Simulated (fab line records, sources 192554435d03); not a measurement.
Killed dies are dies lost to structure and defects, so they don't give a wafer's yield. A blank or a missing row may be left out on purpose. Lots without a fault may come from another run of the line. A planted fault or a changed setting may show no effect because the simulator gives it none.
fab line records | flow n5_finfet
record lots=7 wafers=21
route steps=1938 shown SD_EPI_N@268 ILD0@343 SDB@348 HKMG_FIN@390
start_h: hours from the record's first day to the start of the lot's first wafer shown | wait_h: hours since the lot's step before | " the same as in the row above | L1.1+2: a row that stands for several wafers | - no value, or no start given | * or withheld: withheld | < > ~ a bound
route shown NAME@n: a module of which the file shows steps, and the number in the route of the first | usual: mean/standard deviation of fault-free wafers | same: alike in all rows | chamber/n: place in a boat | sites: the reading at each site | _std_site: their standard deviation | _edge_site: outer sites' mean less inner sites' | radius_mm: how far each site lies from the wafer's centre | mask NAME#n: copy n | behind: the tool/chamber that last shaped the wafer | hold: why the lot was held/for how many hours/how that ended | device: the transistor (n, p or np) that didn't switch | end of line: the same wafers' tests at the end of the route | a step without rows: its recipe alone | killed: dies lost to structure and defects at the first sort, not the wafer's yield | map: a wafer's dies, x killed, . not, _ none there
set.NAME: the setting as run; set.NAME@STEP: as run at that earlier step | model.NAME: the simulator's own value behind a step, which no gauge read
lots whose settings were changed on purpose; a table a step, a row a wafer
## steps
# step N5_SD_EPI_N_PEB_07
# recipe peb_temp_c=110 peb_time_s=60 resist=CAR-ArF-block
# columns lot.wafer tool chamber start_h wait_h set.peb_time_s
L077.1+6 litho_track-02 0 66.63 0.1 60
L077.5 " 0 " " 53.84
L079.1+3+4 litho_track-02 0 78.34 0.1 60
L082.1 litho_track-05 0 97.39 0.1 67.5
L082.3+6 " 0 " " 60
L083.1+4+5 litho_track-05 0 103.34 0.1 60
L086.1+2 litho_track-01 0 124.97 0.1 70.36
L086.3 " 0 " " 60
L091.1 litho_track-05 0 149.52 0.1 52.07
L091.2+5 " 0 " " 60
L095.3+5 litho_track-05 0 176.23 0.0 60
L095.4 " 0 " " 54.22
# step N5_SD_EPI_N_DEVELOP_08
# recipe develop_time_s=30 developer=TMAH resist=CAR-ArF-block dev_temp_c=23 rinse_liquid=diw dry=air_spin
# step N5_SD_EPI_N_CD_MEAS_09
# recipe target_cd_nm=120 landing_energy_ev=500 detector=se_inlens
# usual cd_nm=120.2/0.85
# columns lot.wafer tool chamber start_h wait_h set.peb_time_s@SD_EPI_N_PEB_07 cd_nm
L077.1 cd_sem-02 0 66.70 - 60 120.0
L077.5 " 0 " " 53.84 115.8
L077.6 " 0 " " 60 118.5
L079.1 cd_sem-03 0 78.41 - 60 119.2
L079.3 " 0 " " 60 119.3
L079.4 " 0 " " 60 118.9
L082.1 cd_sem-01 0 97.46 - 67.5 124.7
L082.3 " 0 " " 60 120.8
L082.6 " 0 " " 60 120.3
L083.1 cd_sem-03 0 103.41 - 60 120.7
L083.4 " 0 " " 60 119.9
L083.5 " 0 " " 60 119.9
L086.1 cd_sem-03 0 125.03 - 70.36 126.0
L086.2 " 0 " " 70.36 125.3
L086.3 " 0 " " 60 120.2
L091.1 cd_sem-01 0 149.59 - 52.07 116.2
L091.2 " 0 " " 60 121.0
L091.5 " 0 " " 60 120.6
L095.3 cd_sem-02 0 176.30 - 60 120.7
L095.4 " 0 " " 54.22 116.7
L095.5 " 0 " " 60 121.5
# step N5_SD_EPI_N_DESCUM_14
# recipe chemistry=O2 time_s=7.9 source_power_w=50 bias_power_w=20 pressure_mtorr=20 rf_frequency_hz=2.712e+07 temp_c=40 resist=CAR-ArF-block o2_flow_sccm=225
# columns lot.wafer tool chamber start_h wait_h set.peb_time_s@SD_EPI_N_PEB_07 model.SD_EPI_N.cd_nm
L077.1 rie_diel-04 1 66.78 0.0 60 120.2
L077.5 " 3 " " 53.84 115.6
L077.6 " 0 " " 60 118.6
L079.1 rie_diel-05 3 78.49 0.0 60 119.4
L079.3 " 2 " " 60 119.6
L079.4 " 1 " " 60 118.8
L082.1 rie_diel-05 3 97.89 0.4 67.5 125
L082.3 " 0 " " 60 120.8
L082.6 " 2 " " 60 120.4
L083.1 rie_diel-03 2 103.84 0.4 60 120.4
L083.4 " 3 " " 60 120
L083.5 " 2 " " 60 119.8
L086.1 rie_diel-05 0 125.29 0.2 70.36 125.8
L086.2 " 3 " " 70.36 125.2
L086.3 " 1 " " 60 119.6
L091.1 rie_diel-03 3 149.90 0.3 52.07 116.4
L091.2 " 1 " " 60 121
L091.5 " 1 " " 60 120.8
L095.3 rie_diel-04 3 176.81 0.5 60 121
L095.4 " 3 " " 54.22 116.6
L095.5 " 2 " " 60 121.6
# step N5_SD_EPI_N_ETCH_34
# recipe chemistry=CF4 target=SiARC target_depth_a=455 mask_material=CAR-ArF-block time_s=75.8 ion_energy_ev=80 pressure_mtorr=40 source_w=545 bias_w=36 Ar_flow_sccm=100 cf4_flow_sccm=100 ends=cleared
# columns lot.wafer tool chamber start_h wait_h set.peb_time_s@SD_EPI_N_PEB_07 model.SD_EPI_N.cd_nm
L077.1 rie_diel-04 1 66.82 0.0 60 120.4
L077.5 " 3 " " 53.84 115.6
L077.6 " 0 " " 60 118.4
L079.1 rie_diel-05 3 78.53 0.0 60 119.4
L079.3 " 2 " " 60 119.6
L079.4 " 1 " " 60 118.8
L082.1 rie_diel-05 3 97.93 0.0 67.5 125
L082.3 " 0 " " 60 120.8
L082.6 " 2 " " 60 120.4
L083.1 rie_diel-03 2 103.88 0.0 60 120.4
L083.4 " 3 " " 60 120.2
L083.5 " 2 " " 60 120
L086.1 rie_diel-05 0 125.32 0.0 70.36 125.8
L086.2 " 3 " " 70.36 125.2
L086.3 " 1 " " 60 119.4
L091.1 rie_diel-03 3 149.94 0.0 52.07 116.4
L091.2 " 1 " " 60 121
L091.5 " 1 " " 60 120.8
L095.3 rie_diel-04 3 176.85 0.0 60 120.8
L095.4 " 3 " " 54.22 116.4
L095.5 " 2 " " 60 121.4
# step N5_SD_EPI_N_ETCH_45
# recipe chemistry=CH3F/O2 target=SiOCN target_depth_a=60 mask_material=SOC ion_energy_ev=60 bias_w=29 pressure_mtorr=15 source_w=410 Ar_flow_sccm=150 CH3F_flow_sccm=30 O2_flow_sccm=20
# columns lot.wafer tool chamber start_h wait_h set.target_depth_a model.etch.depth_nm
L077.1 rie_diel-04 1 67.30 0.1 65.61 6.589
L077.5 " 3 " " 60 6.032
L077.6 " 0 " " 65.61 6.3
L079.1 rie_diel-05 3 79.01 0.1 60 5.871
L079.3 " 2 " " 60 5.9
L079.4 " 1 " " 60 5.881
L082.1 rie_diel-05 3 98.41 0.1 66.48 6.513
L082.3 " 0 " " 60 5.866
L082.6 " 2 " " 66.48 6.518
L083.1 rie_diel-03 2 104.36 0.1 60 5.986
L083.4 " 3 " " 63.62 6.543
L083.5 " 2 " " 60 5.945
L086.1 rie_diel-05 0 125.80 0.1 60 5.878
L086.2 " 3 " " 60 5.948
L086.3 " 1 " " 58.13 5.708
L091.1 rie_diel-03 3 150.42 0.1 65.05 6.716
L091.2 " 1 " " 65.05 6.732
L091.5 " 1 " " 60 6.198
L095.3 rie_diel-04 3 177.33 0.1 60 6.037
L095.4 " 3 " " 60 6.031
L095.5 " 2 " " 60 5.907
# step N5_ILD0_ALD_15
# recipe material=SiNx target_thk_a=240 temp_c=400 ald_precursor_family=SiH2I2 ald_co_reactant=N2/H2-plasma pulse_time_s=1 ald_cycles=480 purge_time_s=2 co_reactant_purge_time_s=2 pressure_torr=2
# columns lot.wafer tool chamber start_h wait_h set.ald_cycles model.SiNx_of_ILD0_ALD_15.thk_nm
L077.1+5 ald_sin-02 1,0 82.38 0.6 480 24
L077.6 " 1 83.46 1.1 421 21
L079.1+4 ald_sin-02 2,0 93.71 0.9 480 24
L079.3 " 3 " " 480 24.2
L082.1+3 ald_sin-03 2,3 112.05 1.2 480 24
L082.6 " 2 113.13 1.7 480 24.2
L083.1+5 ald_sin-01 0,1 118.10 0.6 480 24
L083.4 " 1 " " 480 24.2
L086.1+3 ald_sin-02 0,2 138.68 0.6 412 20.4
L086.2 " 1 " " 480 23.8
L091.1+2+5 ald_sin-03 2,3,1 162.84 0.8 480 24.2
L095.3 ald_sin-03 2 192.16 0.6 429 21.4
L095.4 " 0 " " 429 21.2
L095.5 " 2 193.25 1.4 480 24
# step N5_SDB_COAT_03
# recipe resist=SOC temp_c=250 time_s=60 spin_rpm=1500 resist_thk_nm=100
# columns lot.wafer tool chamber start_h wait_h set.spin_rpm model.SOC_of_SDB_COAT_03.thk_nm
L077.1 litho_track-05 0 85.01 0.1 1600 96.8
L077.5 " 0 " " 1500 99.8
L077.6 " 0 " " 1500 100
L079.1 litho_track-02 0 96.36 0.1 1500 99.8
L079.3 " 0 " " 1500 100.2
L079.4 " 0 " " 1500 100
L082.1+3 litho_track-02 0 114.71 0.1 1500 99.8
L082.6 " 0 " " 1500 99.6
L083.1 litho_track-04 0 120.74 0.1 1420 102.4
L083.4 " 0 " " 1500 99.8
L083.5 " 0 " " 1420 102.6
L086.1 litho_track-05 0 141.33 0.1 1500 100.2
L086.2 " 0 " " 1500 100.4
L086.3 " 0 " " 1437 102.6
L091.1+2 litho_track-04 0 165.48 0.1 1653 95.2
L091.5 " 0 " " 1653 95.6
L095.3 litho_track-02 0 194.80 0.1 1664 95
L095.4 " 0 " " 1500 100.2
L095.5 " 0 " " 1500 99.8
# step N5_SDB_COAT_04
# recipe resist=SiARC temp_c=220 time_s=60 spin_rpm=1500 resist_thk_nm=18
# step N5_SDB_COAT_05
# recipe resist=CAR-ArF spin_rpm=1500 resist_thk_nm=90
# step N5_SDB_DESCUM_16
# recipe chemistry=O2 time_s=7.9 source_power_w=50 bias_power_w=20 pressure_mtorr=20 rf_frequency_hz=2.712e+07 temp_c=40 resist=CAR-ArF o2_flow_sccm=225
# step N5_SDB_ETCH_17
# recipe chemistry=CF4 target=SiARC target_depth_a=234 mask_material=CAR-ArF time_s=39 ion_energy_ev=80 pressure_mtorr=40 source_w=545 bias_w=36 Ar_flow_sccm=100 cf4_flow_sccm=100 ends=cleared
# step N5_SDB_ETCH_18
# recipe chemistry=N2/H2 target=SOC target_depth_a=1000 overetch_a=200 mask_material=SiARC temp_c=40 time_s=150 ion_energy_ev=200 pressure_mtorr=30 source_w=840 bias_w=150 n2_flow_sccm=200 h2_flow_sccm=200
# columns lot.wafer tool chamber start_h wait_h set.spin_rpm@SDB_COAT_03 model.etch.depth_nm
L077.1 rie_diel-04 1 85.54 0.0 1600 96.78
L077.5 " 0 " " 1500 99.72
L077.6 " 1 " " 1500 100
L079.1 rie_diel-05 0 96.76 0.0 1500 99.83
L079.3 " 2 " " 1500 100.3
L079.4 " 1 " " 1500 100
L082.1 rie_diel-05 0 115.24 0.0 1500 99.86
L082.3 " 2 " " 1500 99.83
L082.6 " 3 " " 1500 99.58
L083.1+5 rie_diel-03 1 121.59 0.0 1420 102.5
L083.4 " 3 " " 1500 99.79
L086.1 rie_diel-05 0 141.86 0.0 1500 100.2
L086.2 " 3 " " 1500 100.4
L086.3 " 2 " " 1437 102.7
L091.1 rie_diel-03 1 165.88 0.0 1653 95.26
L091.2 " 3 " " 1653 95.27
L091.5 " 3 " " 1653 95.53
L095.3 rie_diel-04 3 195.33 0.0 1664 94.98
L095.4 " 0 " " 1500 100.1
L095.5 " 1 " " 1500 99.79
# step N5_SDB_STRIP_19
# recipe chemistry=N2/H2 temp_c=40 n2_flow_sccm=200 h2_flow_sccm=200 rf_frequency_hz=6e+07
# step N5_SDB_STRIP_21
# recipe chemistry=CF4 resist=SiARC power_w=300 bias_power_w=75 pressure_mtorr=50 cf4_flow_sccm=150 rf_frequency_hz=6e+07
# step N5_SDB_HM_OPEN_20
# recipe chemistry=CH3F/O2 target=SiNx mask_material=SOC target_depth_a=240 stop_on=poly-Si over_etch_frac=0.4 ion_energy_ev=120 pressure_mtorr=30 source_w=395 bias_w=73 Ar_flow_sccm=150 CH3F_flow_sccm=30 O2_flow_sccm=20
# columns lot.wafer tool chamber start_h wait_h set.spin_rpm@SDB_COAT_03 model.SOC_of_SDB_COAT_03.thk_nm
L077.1 rie_diel-04 1 85.70 0.0 1600 80.6
L077.5 " 0 " " 1500 84.2
L077.6 " 1 " " 1500 83.6
L079.1+4 rie_diel-05 0,1 96.92 0.0 1500 84.2
L079.3 " 2 " " 1500 84.6
L082.1 rie_diel-05 0 115.40 0.0 1500 84.4
L082.3 " 2 " " 1500 84.2
L082.6 " 3 " " 1500 84
L083.1+5 rie_diel-03 1 121.75 0.0 1420 86
L083.4 " 3 " " 1500 83
L086.1 rie_diel-05 0 142.01 0.0 1500 84.8
L086.2 " 3 " " 1500 84.6
L086.3 " 2 " " 1437 87
L091.1+2 rie_diel-03 1,3 166.04 0.0 1653 78.8
L091.5 " 3 " " 1653 79
L095.3 rie_diel-04 3 195.49 0.0 1664 79
L095.4 " 0 " " 1500 84.4
L095.5 " 1 " " 1500 83.8
# step N5_SDB_STRIP_22
# recipe chemistry=N2/H2 power_w=1000 temp_c=250 h2_frac=0.65 overash_fraction=0.3 pressure_mtorr=withheld n2_flow_sccm=1750 h2_flow_sccm=3250
# usual strip_time_to_endpoint_s=96.4/0.4
# columns lot.wafer tool chamber start_h wait_h set.spin_rpm@SDB_COAT_03 strip_time_to_endpoint_s
L077.1 plasma_asher-01 1 85.78 0.1 1600 92.9
L077.5 " 0 " " 1500 96.3
L077.6 " 1 " " 1500 95.9
L079.1 plasma_asher-01 0 97.00 0.1 1500 96.3
L079.3 " 1 " " 1500 96.8
L079.4 " 0 " " 1500 96.4
L082.1 plasma_asher-02 0 115.48 0.1 1500 96.5
L082.3 " 0 " " 1500 96.4
L082.6 " 0 " " 1500 96.2
L083.1 plasma_asher-01 1 121.83 0.1 1420 98.2
L083.4 " 0 " " 1500 95.3
L083.5 " 1 " " 1420 98.0
L086.1 plasma_asher-01 1 142.09 0.1 1500 96.9
L086.2 " 0 " " 1500 96.8
L086.3 " 0 " " 1437 99.0
L091.1 plasma_asher-01 0 166.12 0.1 1653 91.3
L091.2 " 1 " " 1653 91.3
L091.5 " 0 " " 1653 91.5
L095.3 plasma_asher-02 0 195.61 0.1 1664 91.6
L095.4 " 1 " " 1500 96.6
L095.5 " 0 " " 1500 96.0
# step N5_HKMG_FIN_COAT_41
# recipe resist=SOC temp_c=250 time_s=60 spin_rpm=1500 resist_thk_nm=300
# columns lot.wafer tool chamber start_h wait_h set.spin_rpm model.SOC_of_HKMG_FIN_COAT_41.thk_nm
L077.1 litho_track-01 0 91.15 - 1500 300.6
L077.5 " 0 " " 1651 285.6
L077.6 " 0 " " 1651 286
L079.1 litho_track-01 0 101.75 - 1500 300.2
L079.3 " 0 " " 1500 299.4
L079.4 " 0 " " 1500 301.4
L082.1 litho_track-01 0 120.41 - 1655 285.8
L082.3 " 0 " " 1655 284.8
L082.6 " 0 " " 1500 300.2
L083.1 litho_track-01 0 126.53 - 1500 300.8
L083.4 " 0 " " 1500 300.6
L083.5 " 0 " " 1500 300
L086.1 litho_track-05 0 146.86 - 1500 301.6
L086.2 " 0 " " 1500 301.4
L086.3 " 0 " " 1340 318.4
L091.1 litho_track-01 0 170.83 - 1500 300.2
L091.2 " 0 " " 1403 310.4
L091.5 " 0 " " 1403 310.8
L095.3 litho_track-03 0 201.04 - 1571 293.6
L095.4 " 0 " " 1500 300.6
L095.5 " 0 " " 1571 293.4
# step N5_HKMG_FIN_EXPOSE_46
# recipe mask_id=NDIPOLE na=1.35 source_shape=conventional sigma_outer=0.8 polarization=unpolarized dose_mj=40
# columns lot.wafer tool chamber start_h wait_h mask set.dose_mj
L077.1+5+6 arfi_scanner-01 0 91.27 - NDIPOLE#0 38.53
L079.1+3+4 arfi_scanner-02 0 101.87 - NDIPOLE#0 40
L082.1 arfi_scanner-01 0 120.66 - NDIPOLE#0 39.02
L082.3+6 " 0 " " NDIPOLE#0 40
L083.1+4 arfi_scanner-02 0 126.78 - NDIPOLE#0 38.48
L083.5 " 0 " " NDIPOLE#0 40
L086.1+2+3 arfi_scanner-01 0 147.10 - NDIPOLE#0 40
L091.1 arfi_scanner-03 0 170.95 - NDIPOLE#0 40
L091.2+5 " 0 " " NDIPOLE#0 42.8
L095.3+4+5 arfi_scanner-02 0 201.17 - NDIPOLE#0 40
# step N5_HKMG_FIN_PEB_47
# recipe peb_temp_c=withheld peb_time_s=60 resist=CAR-ArF
# step N5_HKMG_FIN_DEVELOP_48
# recipe develop_time_s=30 developer=TMAH resist=CAR-ArF rinse_liquid=diw dry=air_spin dev_temp_c=23
# step N5_HKMG_FIN_DESCUM_53
# recipe chemistry=O2 time_s=7.9 source_power_w=50 bias_power_w=20 pressure_mtorr=20 rf_frequency_hz=2.712e+07 temp_c=40 resist=CAR-ArF o2_flow_sccm=225
# step N5_HKMG_FIN_ETCH_54
# recipe chemistry=CF4 target=SiARC target_depth_a=455 mask_material=CAR-ArF time_s=75.8 ion_energy_ev=80 pressure_mtorr=40 source_w=545 bias_w=36 Ar_flow_sccm=100 cf4_flow_sccm=100 ends=cleared
# columns lot.wafer tool chamber start_h wait_h set.dose_mj@HKMG_FIN_EXPOSE_46 model.HKMG_FIN.cd_offset_nm
L077.1 rie_diel-03 1 91.63 0.0 38.53 -1.2
L077.5 " 2 " " 38.53 -1.4
L077.6 " 1 " " 38.53 -0.6
L079.1 rie_diel-05 2 102.12 0.0 40 0.6
L079.3 " 3 " " 40 -0.6
L079.4 " 0 " " 40 0
L082.1 rie_diel-05 2 120.90 0.0 39.02 -0.8
L082.3 " 3 " " 40 1.2
L082.6 " 0 " " 40 0.2
L083.1 rie_diel-03 2 127.02 0.0 38.48 -3
L083.4 " 0 " " 38.48 -2
L083.5 " 2 " " 40 0.2
L086.1 rie_diel-04 1 147.48 0.0 40 0.8
L086.2 " 2 " " 40 1.2
L086.3 " 3 " " 40 -0.2
L091.1 rie_diel-03 0 171.25 0.0 40 0.2
L091.2 " 2 " " 42.8 3.4
L091.5 " 1 " " 42.8 4.2
L095.3 rie_diel-04 2 201.40 0.0 40 0
L095.4 " 1 " " 40 -0.8
L095.5 " 2 " " 40 -0.2
# step N5_HKMG_FIN_COAT_06
# recipe resist=CAR-ArF spin_rpm=1500 resist_thk_nm=90
# columns lot.wafer tool chamber start_h wait_h set.spin_rpm model.CAR-ArF_of_HKMG_FIN_COAT_06.thk_nm
L077.1+6 litho_track-03 0 - - 1550 89
L077.5 " 0 " " 1500 90.6
L079.1+3+4 litho_track-03 0 - - 1500 90.2
L082.1 litho_track-05 0 - - 1660 85.6
L082.3 " 0 " " 1660 85.8
L082.6 " 0 " " 1500 89.8
L083.1 litho_track-03 0 - - 1655 85.4
L083.4 " 0 " " 1655 85.6
L083.5 " 0 " " 1500 89.6
L086.1+3 litho_track-05 0 - - 1399 93.6
L086.2 " 0 " " 1500 90.6
L091.1+5 litho_track-05 0 - - 1500 90
L091.2 " 0 " " 1338 95.2
L095.3 litho_track-03 0 - - 1355 94.4
L095.4 " 0 " " 1500 90
L095.5 " 0 " " 1355 94.6
# step N5_HKMG_FIN_EXPOSE_09
# recipe mask_id=NWFM na=1.35 source_shape=conventional sigma_outer=0.8 polarization=unpolarized dose_mj=39.25
# columns lot.wafer tool chamber start_h wait_h mask set.dose_mj
L077.1+5+6 arfi_scanner-02 0 94.63 - NWFM#0 39.25
L079.1+3+4 arfi_scanner-02 0 105.26 - NWFM#0 39.25
L082.1+3 arfi_scanner-02 0 124.17 - NWFM#0 40.4
L082.6 " 0 " " NWFM#0 39.25
L083.1+5 arfi_scanner-03 0 130.16 - NWFM#0 37.75
L083.4 " 0 " " NWFM#0 39.25
L086.1+3 arfi_scanner-03 0 150.51 - NWFM#0 39.25
L086.2 " 0 " " NWFM#0 36.99
L091.1+5 arfi_scanner-02 0 174.40 - NWFM#0 37.78
L091.2 " 0 " " NWFM#0 39.25
L095.3+4 arfi_scanner-01 0 204.76 - NWFM#0 41.54
L095.5 " 0 " " NWFM#0 39.25
# step N5_HKMG_FIN_PEB_10
# recipe peb_temp_c=withheld peb_time_s=60 resist=CAR-ArF
# step N5_HKMG_FIN_DEVELOP_11
# recipe develop_time_s=30 developer=TMAH resist=CAR-ArF dev_temp_c=23 rinse_liquid=diw dry=air_spin
# columns lot.wafer tool chamber start_h wait_h set.spin_rpm@HKMG_FIN_COAT_06 model.CAR-ArF_of_HKMG_FIN_COAT_06.thk_nm
L077.1+6 litho_track-05 0 - - 1550 87.4
L077.5 " 0 " " 1500 89
L079.1+4 litho_track-03 0 - - 1500 88.4
L079.3 " 0 " " 1500 88.6
L082.1 litho_track-03 0 - - 1660 83.8
L082.3 " 0 " " 1660 84.2
L082.6 " 0 " " 1500 88.2
L083.1+4 litho_track-05 0 - - 1655 83.8
L083.5 " 0 " " 1500 88
L086.1 litho_track-05 0 - - 1399 91.8
L086.2 " 0 " " 1500 88.8
L086.3 " 0 " " 1399 92
L091.1+5 litho_track-05 0 - - 1500 88.4
L091.2 " 0 " " 1338 93.6
L095.3 litho_track-03 0 - - 1355 92.8
L095.4 " 0 " " 1500 88.2
L095.5 " 0 " " 1355 93
# step N5_HKMG_FIN_CD_MEAS_12
# recipe target_cd_nm=92.8 landing_energy_ev=500 detector=se_inlens
# usual cd_nm=93.1/0.55
# columns lot.wafer tool chamber start_h wait_h set.dose_mj@HKMG_FIN_EXPOSE_09 cd_nm
L077.1 cd_sem-02 0 94.75 - 39.25 93.1
L077.5 " 0 " " 39.25 93.0
L077.6 " 0 " " 39.25 93.5
L079.1 cd_sem-01 0 105.38 - 39.25 94.0
L079.3 " 0 " " 39.25 92.8
L079.4 " 0 " " 39.25 93.6
L082.1 cd_sem-03 0 124.29 - 40.4 95.7
L082.3 " 0 " " 40.4 95.7
L082.6 " 0 " " 39.25 93.3
L083.1 cd_sem-03 0 130.29 - 37.75 90.8
L083.4 " 0 " " 39.25 93.1
L083.5 " 0 " " 37.75 90.7
L086.1 cd_sem-01 0 150.64 - 39.25 92.2
L086.2 " 0 " " 36.99 89.2
L086.3 " 0 " " 39.25 91.8
L091.1 cd_sem-01 0 174.52 - 37.78 90.3
L091.2 " 0 " " 39.25 91.8
L091.5 " 0 " " 37.78 90.2
L095.3 cd_sem-01 0 204.88 - 41.54 96.5
L095.4 " 0 " " 41.54 96.7
L095.5 " 0 " " 39.25 93.0
## key
split step=N5_SD_EPI_N_PEB_07 setting=peb_time_s stated=60 by=wafer
response step=N5_SD_EPI_N_CD_MEAS_09 reading=cd_nm change=+0.345 per=1% r=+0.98
response step=N5_SD_EPI_N_DESCUM_14 reading=model.SD_EPI_N.cd_nm change=+0.363 per=1% r=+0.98
response step=N5_SD_EPI_N_ETCH_34 reading=model.SD_EPI_N.cd_nm change=+0.368 per=1% r=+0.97
split step=N5_SD_EPI_N_ETCH_45 setting=target_depth_a stated=60 by=wafer
response step=N5_SD_EPI_N_ETCH_45 reading=model.etch.depth_nm change=+0.0605 per=1% r=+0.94
split step=N5_ILD0_ALD_15 setting=ald_cycles stated=480 by=wafer
response step=N5_ILD0_ALD_15 reading=model.SiNx_of_ILD0_ALD_15.thk_nm change=+0.245 per=1% r=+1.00
split step=N5_SDB_COAT_03 setting=spin_rpm stated=1500 by=wafer
response step=N5_SDB_COAT_03 reading=model.SOC_of_SDB_COAT_03.thk_nm change=-0.473 per=1% r=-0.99
response step=N5_SDB_ETCH_18 reading=model.etch.depth_nm change=-0.472 per=1% r=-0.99
response step=N5_SDB_HM_OPEN_20 reading=model.SOC_of_SDB_COAT_03.thk_nm change=-0.492 per=1% r=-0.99
response step=N5_SDB_STRIP_22 reading=strip_time_to_endpoint_s change=* per=1% r=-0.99
split step=N5_HKMG_FIN_COAT_41 setting=spin_rpm stated=1500 by=wafer
response step=N5_HKMG_FIN_COAT_41 reading=model.SOC_of_HKMG_FIN_COAT_41.thk_nm change=-1.51 per=1% r=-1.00
split step=N5_HKMG_FIN_EXPOSE_46 setting=dose_mj stated=40 by=wafer
response step=N5_HKMG_FIN_ETCH_54 reading=model.HKMG_FIN.cd_offset_nm change=+0.564 per=1% r=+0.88
split step=N5_HKMG_FIN_COAT_06 setting=spin_rpm stated=1500 by=wafer
response step=N5_HKMG_FIN_COAT_06 reading=model.CAR-ArF_of_HKMG_FIN_COAT_06.thk_nm change=-0.434 per=1% r=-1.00
response step=N5_HKMG_FIN_DEVELOP_11 reading=model.CAR-ArF_of_HKMG_FIN_COAT_06.thk_nm change=-0.443 per=1% r=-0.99
split step=N5_HKMG_FIN_EXPOSE_09 setting=dose_mj stated=39.25 by=wafer
response step=N5_HKMG_FIN_CD_MEAS_12 reading=cd_nm change=+0.565 per=1% r=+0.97
